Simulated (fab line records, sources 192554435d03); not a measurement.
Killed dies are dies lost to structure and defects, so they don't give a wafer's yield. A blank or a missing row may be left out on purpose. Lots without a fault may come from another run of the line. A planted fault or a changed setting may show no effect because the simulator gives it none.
fab line records | flow n5_finfet
record lots=6 wafers=17 last_day=19
route steps=1938 shown MOL_CONTACT_COAG@539 BEOL_M4@1111 PASSIVATION@1936
lots that met no fault: from a run of the same line without faults
start_h: hours from the record's first day to the start of the lot's first wafer shown | wait_h: hours since the lot's step before | " the same as in the row above | L1.1+2: a row that stands for several wafers | - no value, or no start given | * or withheld: withheld | < > ~ a bound
route shown NAME@n: a module of which the file shows steps, and the number in the route of the first | usual: mean/standard deviation of fault-free wafers | same: alike in all rows | chamber/n: place in a boat | sites: the reading at each site | _std_site: their standard deviation | _edge_site: outer sites' mean less inner sites' | radius_mm: how far each site lies from the wafer's centre | mask NAME#n: copy n | behind: the tool/chamber that last shaped the wafer | hold: why the lot was held/for how many hours/how that ended | device: the transistor (n, p or np) that didn't switch | end of line: the same wafers' tests at the end of the route | a step without rows: its recipe alone | killed: dies lost to structure and defects at the first sort, not the wafer's yield | map: a wafer's dies, x killed, . not, _ none there
set.NAME: the setting as run; set.NAME@STEP: as run at that earlier step | model.NAME: the simulator's own value behind a step, which no gauge read
lots at some steps of the route; a table a step, a row a wafer
## steps
# step N5_MOL_CONTACT_COAG_STRIP_98
# recipe chemistry=N2/H2 power_w=500 temp_c=40 pressure_mtorr=50 rf_frequency_hz=6e+07 overash_fraction=0.3 bias_power_w=8 h2_frac=0.5 n2_flow_sccm=300 h2_flow_sccm=300
# step N5_MOL_CONTACT_COAG_CD_MEAS_99
# recipe target_cd_nm=17.2 polarity=opening
# usual cd_nm=17.2/0.34
# columns lot.wafer tool chamber start_h wait_h cd_nm
L610.1 cd_sem-01 - 88.26 - 17.4
L610.3 " - " " 17.4
L610.5 " - " " 17.6
L612.1 cd_sem-03 - 103.04 - 16.5
L612.5 " - " " 17.2
L612.6 " - " " 17.1
L618.2 cd_sem-02 - 139.65 - 17.0
L618.4 " - " " 16.4
L618.6 " - " " 16.5
L619.1 cd_sem-02 - 141.07 - 17.1
L619.4 " - " " 17.5
L627.1 cd_sem-03 - 190.48 - 17.6
L627.2 " - " " 17.3
L627.4 " - " " 17.9
L633.1 cd_sem-03 - 227.32 - 17.6
L633.2 " - " " 17.3
L633.3 " - " " 17.4
# step N5_MOL_CONTACT_COAG_IMPLANT_129
# recipe species=Ge energy_kev=3 dose_cm2=6e+14 tilt_deg=0 rotation_deg=0
# step N5_MOL_CONTACT_COAG_PRECLEAN_111
# recipe chemistry=NF3:NH3 afs_cycles=1 temp_c=30 time_s=20 sublimation_temp_c=180 sublimation_time_s=60 pressure_torr=3 rf_power_w=30
# step N5_MOL_CONTACT_COAG_TI_SIL_19
# recipe material=Ti target_thk_a=42 temp_c=200 chamber_pressure_pa=5 power_w=5000 time_s=15
# usual throttle_valve_pct=30.1/1.2
# columns lot.wafer tool chamber start_h wait_h throttle_valve_pct
L610.1 pvd_sputter-01 - 88.81 0.3 31.3
L610.3 " - " " 31.1
L610.5 " - " " 28.2
L612.1 pvd_sputter-01 - 103.53 0.2 28.1
L612.5 " - " " 30.4
L612.6 " - " " 28.2
L618.2 pvd_sputter-02 - 140.89 0.9 30.0
L618.4 " - " " 28.2
L618.6 " - " " 28.1
L619.1 pvd_sputter-01 - 141.78 0.3 28.2
L619.4 " - " " 31.4
L627.1 pvd_sputter-01 - 191.04 0.2 28.4
L627.2 " - " " 31.6
L627.4 " - " " 31.4
L633.1 pvd_sputter-02 - 227.85 0.2 30.8
L633.2 " - " " 29.7
L633.3 " - " " 31.3
# step N5_MOL_CONTACT_COAG_ALD_20
# recipe material=TiN target_thk_a=15 temp_c=400 ald_precursor_family=TiCl4 ald_co_reactant=NH3 pulse_time_s=1 purge_time_s=3 co_reactant_purge_time_s=2 co_reactant_pulse_time_s=2 ald_cycles=68 pressure_torr=3
# step N5_MOL_CONTACT_COAG_SIL_ANNEAL_21
# recipe temp_c=550 time_s=60 ambient=N2
# usual lamp_power_pct=6.59/0.26 wafer_temp_C_max=552.7/0.98
# columns lot.wafer tool chamber start_h wait_h lamp_power_pct wafer_temp_C_max
L610.1 rtp_anneal-01 0 89.31 0.2 6.88 553.3
L610.3 " 0 " " 6.85 553.2
L610.5 " 0 " " 6.86 553.8
L612.1 rtp_anneal-02 0 104.07 0.2 6.35 551.8
L612.5 " 0 " " 6.35 551.3
L612.6 " 0 " " 6.35 552.5
L618.2 rtp_anneal-01 0 141.42 0.2 6.88 554.1
L618.4 " 0 " " 6.87 554.4
L618.6 " 0 " " 6.87 552.4
L619.1 rtp_anneal-01 0 142.28 0.2 6.87 554.2
L619.4 " 0 " " 6.87 553.0
L627.1 rtp_anneal-02 0 191.55 0.2 6.35 552.3
L627.2 " 0 " " 6.35 551.9
L627.4 " 0 " " 6.36 551.7
L633.1 rtp_anneal-02 0 228.35 0.2 6.35 551.4
L633.2 " 0 " " 6.34 551.3
L633.3 " 0 " " 6.35 553.2
# step N5_MOL_CONTACT_COAG_PRE_CLEAN_141
# recipe gas=H2/He time_s=60 temp_c=300
# usual heater_power_w=477/38
# columns lot.wafer tool chamber start_h wait_h heater_power_w
L610.1 pvd_sputter-01 - 90.49 1.2 403
L610.3 " - " " 460
L610.5 " - " " 450
L612.1 pvd_sputter-01 - 106.13 2.0 423
L612.5 " - " " 451
L612.6 " - " " 496
L618.2 pvd_sputter-01 - 142.64 1.2 523
L618.4 " - " " 446
L618.6 " - " " 525
L619.1 pvd_sputter-02 - 143.03 0.7 457
L619.4 " - " " 466
L627.1 pvd_sputter-02 - 194.06 2.5 441
L627.2 " - " " 508
L627.4 " - " " 448
L633.1 pvd_sputter-02 - 228.60 0.2 429
L633.2 " - " " 481
L633.3 " - " " 490
# step N5_MOL_CONTACT_COAG_SPUTTER_143
# recipe material=Co target_thk_a=25 temp_c=25 chamber_pressure_pa=0.2
# usual throttle_valve_pct=30.2/1.2
# columns lot.wafer tool chamber start_h wait_h throttle_valve_pct
L610.1 pvd_sputter-01 - 90.55 0.0 28.4
L610.3 " - " " 30.7
L610.5 " - " " 30.7
L612.1 pvd_sputter-01 - 106.19 0.0 28.1
L612.5 " - " " 30.7
L612.6 " - " " 31.2
L618.2 pvd_sputter-01 - 142.70 0.0 31.7
L618.4 " - " " 30.5
L618.6 " - " " 31.5
L619.1 pvd_sputter-02 - 143.09 0.0 30.1
L619.4 " - " " 30.5
L627.1 pvd_sputter-02 - 194.12 0.0 29.8
L627.2 " - " " 28.3
L627.4 " - " " 31.5
L633.1 pvd_sputter-02 - 228.66 0.0 31.5
L633.2 " - " " 30.7
L633.3 " - " " 27.9
# step N5_MOL_CONTACT_COAG_CO_FILL_22
# recipe material=Co target_thk_a=200 temp_c=200 precursor=CCTBA/H2 pressure_torr=30
# step N5_MOL_CONTACT_COAG_ANNEAL_113
# recipe temp_c=400 time_s=300 ambient=H2/N2
# usual lamp_power_pct=2.87/0.11 wafer_temp_C_max=402.2/0.73
# columns lot.wafer tool chamber start_h wait_h lamp_power_pct wafer_temp_C_max
L610.1 rtp_anneal-01 0 91.39 0.3 2.94 403.7
L610.3 " 0 " " 2.96 402.7
L610.5 " 0 " " 2.95 402.0
L612.1 rtp_anneal-02 0 106.93 0.3 2.73 401.3
L612.5 " 0 " " 2.73 401.0
L612.6 " 0 " " 2.73 401.1
L618.2 rtp_anneal-02 0 143.59 0.5 2.73 401.3
L618.4 " 0 " " 2.73 401.2
L618.6 " 0 " " 2.73 401.4
L619.1 rtp_anneal-01 0 143.98 0.5 2.94 402.8
L619.4 " 0 " " 2.96 402.2
L627.1 rtp_anneal-01 0 194.85 0.3 2.95 403.1
L627.2 " 0 " " 2.95 402.7
L627.4 " 0 " " 2.94 402.4
L633.1 rtp_anneal-02 0 229.42 0.3 2.73 401.3
L633.2 " 0 " " 2.73 401.6
L633.3 " 0 " " 2.73 401.3
# step N5_MOL_CONTACT_COAG_PRE_CLEAN_142
# recipe gas=H2/He time_s=60 temp_c=300
# step N5_MOL_CONTACT_COAG_SPUTTER_130
# recipe material=Co target_thk_a=475 temp_c=25 chamber_pressure_pa=0.5 power_w=3000
# usual throttle_valve_pct=30.1/1.2
# columns lot.wafer tool chamber start_h wait_h throttle_valve_pct model.Co_of_MOL_CONTACT_COAG_SPUTTER_130.thk_nm
L610.1 pvd_sputter-01 - 92.83 0.0 31.3 48.6
L610.3 " - " " 30.9 47.8
L610.5 " - " " 30.5 48.2
L612.1 pvd_sputter-01 - 108.17 0.0 28.1 47.4
L612.5 " - " " 30.6 47.8
L612.6 " - " " 30.9 47.6
L618.2 pvd_sputter-01 - 146.64 0.0 31.1 47.2
L618.4 " - " " 31.4 27
L618.6 " - " " 31.6 48
L619.1 pvd_sputter-01 - 146.80 0.0 31.1 27.2
L619.4 " - " " 30.9 27
L627.1 pvd_sputter-03 - 196.05 0.0 29.6 47.2
L627.2 " - " " 30.2 47.4
L627.4 " - " " 30.8 47.2
L633.1 pvd_sputter-02 - 230.41 0.0 31.3 47.6
L633.2 " - " " 30.7 47.4
L633.3 " - " " 28.1 47.8
# step N5_MOL_CONTACT_COAG_PRECLEAN_125
# recipe chemistry=DIW time_s=57.5 temp_c=23
# step N5_BEOL_M4_RC_MEAS_101
# usual DIBL_N=36.3/1.7 DIBL_P=36.5/2.1 IOFF_N=0.16/0.03 IOFF_P=0.22/0.035 ION_N=675/11 ION_P=465/7.1 SS_N=71.5/0.62 SS_P=73.3/0.64 VT_N=250/3.1 VT_P=-249.1/3
# columns lot.wafer tool chamber start_h wait_h DIBL_N[mV/V] DIBL_P[mV/V] IOFF_N[nA/um] IOFF_P[nA/um] ION_N[uA/um] ION_P[uA/um] SS_N[mV/dec] SS_P[mV/dec] VT_N[mV] VT_P[mV]
L610.1 prober-01 0 170.41 0.6 37.1 38.1 0.17 0.25 675 474 71.7 73.5 249 -246.4
L610.3 " 0 " " 34.6 35.1 0.13 0.20 659 459 71.2 73.1 256 -250.4
L610.5 " 0 " " 37.9 38.9 0.20 0.27 669 468 73.1 73.4 248 -245.3
L612.1 prober-02 0 181.67 0.0 36.7 36.7 0.16 0.20 687 468 71.6 73.2 249 -250.3
L612.5 " 0 " " 35.5 34.5 0.13 0.17 669 456 71.5 72.6 254 -253.4
L612.6 " 0 " " 34.6 33.6 0.12 0.16 662 456 71.1 72.2 256 -252.2
L618.2 prober-01 0 216.71 0.2 35.6 36.1 0.15 0.22 670 463 70.4 73.2 248 -249.2
L618.4 " 0 " " 36.5 37.2 0.16 0.22 686 474 71.4 73.6 251 -247.3
L618.6 " 0 " " 35.4 36.2 0.15 0.21 678 466 71.2 73.8 249 -248.2
L619.1 prober-02 0 219.13 0.0 38.4 39.2 0.19 0.30 676 466 72.4 74.7 247 -244.3
L619.4 " 0 " " 35.9 34.8 0.14 0.20 675 468 70.9 72.3 250 -249.5
L627.1 prober-01 0 321.54 0.0 36.5 39.3 0.16 0.22 681 463 72.2 73.0 250 -251.0
L627.2 " 0 " " 34.7 37.3 0.13 0.19 671 461 71.5 72.5 252 -250.1
L627.4 " 0 " " 32.1 33.2 0.09 0.14 647 451 70.6 70.9 260 -257.1
L633.1 prober-02 0 332.04 0.0 35.3 37.3 0.16 0.22 697 477 71.7 73.4 247 -247.2
L633.2 " 0 " " 37.0 38.8 0.19 0.24 684 466 71.6 73.7 247 -247.8
L633.3 " 0 " " 36.2 38.5 0.17 0.26 688 474 71.9 74.0 247 -246.5
# step N5_PASSIVATION_PROBE_49
# usual defect_limited_yield=91.2/1.4 killed_at_M0_to_M3=36/10 killed_at_M4_up=13/5.1 killed_at_contacts=12/5.4 killed_at_front_end=39/11 killed_at_other=3.5/2.4 killed_dies=104/17 killed_open=67/13 killed_short=36/8.3 sort_bin_5_function=5.2/0.98 sort_bin_6_memory=3.3/0.68 sort_n_pass=1076/17 sort_yield_pct=91.2/1.4
# same gross_dies=1180 killed_at_back_side=0 sort_bin_4_leakage[%]=0 sort_bin_8_speed[%]=0
# columns lot.wafer tool chamber start_h wait_h defect_limited_yield[%] killed_at_M0_to_M3 killed_at_M4_up killed_at_contacts killed_at_front_end killed_at_other killed_dies killed_open killed_short sort_bin_5_function[%] sort_bin_6_memory[%] sort_n_pass sort_yield_pct[%]
L610.1 prober-01 - 259.79 0.0 91.9 32 10 9 40 5 96 64 32 4.3 3.2 1084 91.9
L610.3 prober-01 - 259.89 0.1 91.4 52 11 5 31 2 101 67 34 4.8 3.1 1079 91.4
L610.5 prober-01 - 259.99 0.2 93.2 30 5 9 33 3 80 59 21 4.3 2.3 1100 93.2
# killed by level:class
L610.1 STI_FIN_REVEAL:geometric_particle:open=11 GATE_CUT:geometric_particle:short=11 BEOL_M3:geometric_particle:open=9 MOL_CONTACT_COAG:geometric_particle:open=8 BEOL_M2:geometric_particle:open=8 GATE_CUT:geometric_particle:open=6 BEOL_M1:geometric_particle:open=6 BEOL_M0_SAQP:geometric_particle:short=4
L610.3 BEOL_M3:geometric_particle:open=19 BEOL_M0_SAQP:geometric_particle:short=11 STI_FIN_REVEAL:geometric_particle:open=8 GATE_CUT:geometric_particle:open=5 GATE_CUT:geometric_particle:short=5 BEOL_M0_SAQP:geometric_particle:open=5 BEOL_M2:geometric_particle:open=5 DUMMY_GATE:geometric_particle:open=4
L610.5 STI_FIN_REVEAL:geometric_particle:open=17 BEOL_M3:geometric_particle:open=8 MOL_CONTACT_COAG:geometric_particle:open=6 BEOL_M2:geometric_particle:open=6 BEOL_M1:geometric_particle:open=5 MOL_CONTACT_COAG:geometric_particle:short=3 BEOL_M0:geometric_particle:open=3 STARTING-WAFER:geometric_particle:open=3
## key
first_sign none at tools or gauges
model_effect step=N5_MOL_CONTACT_COAG_SPUTTER_130 value=Co_of_MOL_CONTACT_COAG_SPUTTER_130.thk_nm without=48.2 struck=27.07
met_at N5_MOL_CONTACT_COAG_SPUTTER_130
struck_wafers L618.4,L619.1,L619.4
earlier_fault kind=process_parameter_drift tool=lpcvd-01 chamber=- onset_h=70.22 steps=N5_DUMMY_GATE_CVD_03 channel=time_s offset=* shape=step end_h=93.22 acts_in=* stated=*
fault kind=process_parameter_drift tool=pvd_sputter-01 chamber=- onset_h=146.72 steps=N5_MOL_CONTACT_COAG_SPUTTER_130 channel=target_thk_a offset=* shape=step end_h=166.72 scope=struck_wafers_only acts_in=* stated=*
